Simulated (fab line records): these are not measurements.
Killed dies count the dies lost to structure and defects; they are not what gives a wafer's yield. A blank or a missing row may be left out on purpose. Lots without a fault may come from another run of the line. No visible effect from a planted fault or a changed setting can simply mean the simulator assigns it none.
Matching of chambers | flow n5 finfet | 4 sister chambers for N5_BEOL_M5_ETCH_67 on rie diel-05
The step etches SiARC in CF4, target depth 15.6 nm, time 26 s. 8 wafers are shown with their chamber, then 9 later ones without.

## WAFERS WITH THEIR CHAMBER
wafer  | chamber | showerhead plenum p Torr (Torr) | throttle valve pct (%)
L079.1 | 3       | 2.12                            | 15.64
L079.5 | 3       | 2.12                            | 15.63
L084.6 | 1       | 2.26                            | 15.39
L085.5 | 0       | 2.08                            | 15.80
L085.6 | 2       | 2.24                            | 15.48
L086.3 | 1       | 2.25                            | 15.38
L086.4 | 2       | 2.24                            | 15.47
L086.5 | 0       | 2.08                            | 15.78

## WAFERS MISSING THEIR CHAMBER
wafer  | showerhead plenum p Torr (Torr) | throttle valve pct (%)
L092.4 | 2.24                            | 15.51
L092.5 | 2.11                            | 15.16
L092.6 | 2.24                            | 15.50
L093.1 | 2.24                            | 15.53
L093.4 | 2.25                            | 15.43
L093.6 | 2.25                            | 15.43
L097.1 | 2.23                            | 15.54
L097.3 | 2.08                            | 15.84
L097.6 | 2.24                            | 15.45

## EACH ONE'S CHAMBER
wafer  | from the rows above     | in truth
L092.4 | 2                       | 2
L092.5 | 1                       | 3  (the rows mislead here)
L092.6 | 2                       | 2
L093.1 | 2                       | 2
L093.4 | can't be placed: 1 or 2 | 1
L093.6 | can't be placed: 1 or 2 | 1
L097.1 | 2                       | 2
L097.3 | 0                       | 0
L097.6 | 2                       | 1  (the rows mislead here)
Correctly placed: 5 of 9. Cannot be placed on the basis of these rows: 2; the candidates contain the true chamber in 2. Wrongly placed: 2.
How it was worked out, from the rows above alone: a wafer's distance from a chamber is the root of the sum, over the readings, of the square of ((its reading less the chamber's mean) divided by the reading's scatter). If the next closest chamber is less than 2 further off than the closest, the wafer can't be placed; otherwise it belongs to the closest. A chamber's mean is the mean of its shown wafers. The scatter is the square root of a quotient: the sum, over the shown wafers, of each reading's squared deviation from its chamber's mean, divided by wafers minus chambers.
